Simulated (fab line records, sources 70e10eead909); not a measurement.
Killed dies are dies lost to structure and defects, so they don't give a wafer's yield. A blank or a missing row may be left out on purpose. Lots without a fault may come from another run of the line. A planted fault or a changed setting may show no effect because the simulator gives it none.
A struck lot beside a sound one | flow nand_harc | 17 steps out of a route of 1159
Sound: wafers L457.1, L457.3, L457.6. Struck: wafers L468.4, L468.6. (L468.5 of the same lot was not struck and is left out.) The cause comes at the end.
At each step with rows: each side's tool, then ch and its chambers, then its first start. Under that, the readings that differ: sound wafers | struck wafers | difference of the means | sigmas: that difference in standard deviations of wafers without a fault.
alike: readings whose means differ by less than 2 such deviations, and words and numbers that are the same on both sides. not compared: withheld readings, readings that some wafer has no value for, bounds like >300 that may hide the same value, and numbers for which the record gives no deviation and whose values overlap.
The two part at a step that has a row with sigmas, a row that says differs or no value, or rows on one side only. Numbers that don't overlap but have no deviation are shown without sigmas and don't part them. A reading that every wafer of one side lacks parts them only if that side has two wafers or more.

NHARC_P_M2_INSPECT_11:
  sound on defect_inspect-01, day 8 00:31; struck on defect_inspect-01, day 10 14:14
  alike: raw_defect_count
NHARC_P_M2_DESCUM_14: chemistry O2, time 3 s.
  sound on rie_diel-01 ch 0,2, day 8 00:35; struck on rie_diel-01 ch 1,2, day 10 14:18
  alike: drypump_motor_current_A, o2_flow_sccm, oes_product_au, rf_vpp_V, showerhead_plenum_p_Torr, throttle_valve_pct
  not compared: rf_hours_counter_h
then, 2 steps without rows for these wafers: NHARC_P_M2_ETCH_35 (etches the open film in N2/H2, target depth 40 nm, overetch 12 nm, time 43.94 s); NHARC_P_M2_ETCH_15 (etches the open film in C4F8/Ar, target depth 182.5 nm, time 91.2 s).
NHARC_P_M2_CD_MEAS_16:
  sound on cd_sem-03, day 8 00:53; struck on cd_sem-03, day 10 14:40
  alike: cd_nm
NHARC_P_M2_STRIP_18: strips in N2/H2.
  sound on rie_diel-01 ch 2,3, day 8 00:59; struck on rie_diel-01 ch 1,2, day 10 14:46
  alike: drypump_motor_current_A, oes_product_au, rf_vpp_V, showerhead_plenum_p_Torr, throttle_valve_pct
  not compared: rf_hours_counter_h
NHARC_P_M2_ETCH_28: etches the open film in CF4/N2, target depth 30 nm, time 72.99 s.
  sound on rie_diel-01 ch 0,2,3; struck on rie_diel-01 ch 0,2
  alike: bias_w, drypump_motor_current_A, oes_product_au, rf_vpp_V, showerhead_plenum_p_Torr, throttle_valve_pct
  not compared: rf_hours_counter_h
then, 3 steps without rows for these wafers: NHARC_P_M2_STRIP_19 (strips in post etch residue remover, time 600 s); NHARC_P_M2_DEGAS_29 (time 60 s); NHARC_P_M2_PRE_CLEAN_30 (time 30 s).
NHARC_P_M2_PVD_20: deposits TaN, target thk 5 nm, time 8.06 s.
  sound on pvd_sputter-02; struck on pvd_sputter-01
  alike: throttle_valve_pct
NHARC_P_M2_PVD_21: deposits Cu, target thk 30 nm, time 20.49 s.
  sound on pvd_sputter-02; struck on pvd_sputter-01
  alike: throttle_valve_pct
NHARC_P_M2_ECD_22: material Cu, target thk 400 nm.
  sound on ecd_cu-02 ch 0,1, day 8 01:58; struck on ecd_cu-02 ch 0, day 10 15:54
  alike: bath_heat_duty_pct
then, 1 step without rows for these wafers: NHARC_P_M2_ANNEAL_31 (time 90 s).
NHARC_P_M2_CMP_23: polishes, t overpolish 20 s, target thk 144.3 nm.
  sound on cmp-03 ch 0,1, day 8 02:41; struck on cmp-01 ch 0, day 10 16:29
  reading                | sound          | struck    | difference | sigmas
  time_to_endpoint_s (s) | 31.3 31.4 31.2 | 42.0 44.4 | +11.9      | +5
  alike: motor_current_A, slurry_flow_ml_min
NHARC_P_M2_THK_MEAS_24: measures by xrf.
  sound on film_metro-02, day 8 03:01; struck on film_metro-01, day 10 16:48
  alike: thk_nm
-- the record jumps here: 14 days lie between the struck wafers' starts before and after (it left off in module P_M2 and takes up again in module END, whose first step shown is number 1159 of the route) --
NHARC_END_SORT_01:
  the record has rows for the struck wafers here (prober-02 ch 0, day 24 07:09) and none for the sound ones

WHERE THEY PART
First at NHARC_P_M2_CMP_23; last, within this record, at NHARC_END_SORT_01.

WHY: what the simulator had put in
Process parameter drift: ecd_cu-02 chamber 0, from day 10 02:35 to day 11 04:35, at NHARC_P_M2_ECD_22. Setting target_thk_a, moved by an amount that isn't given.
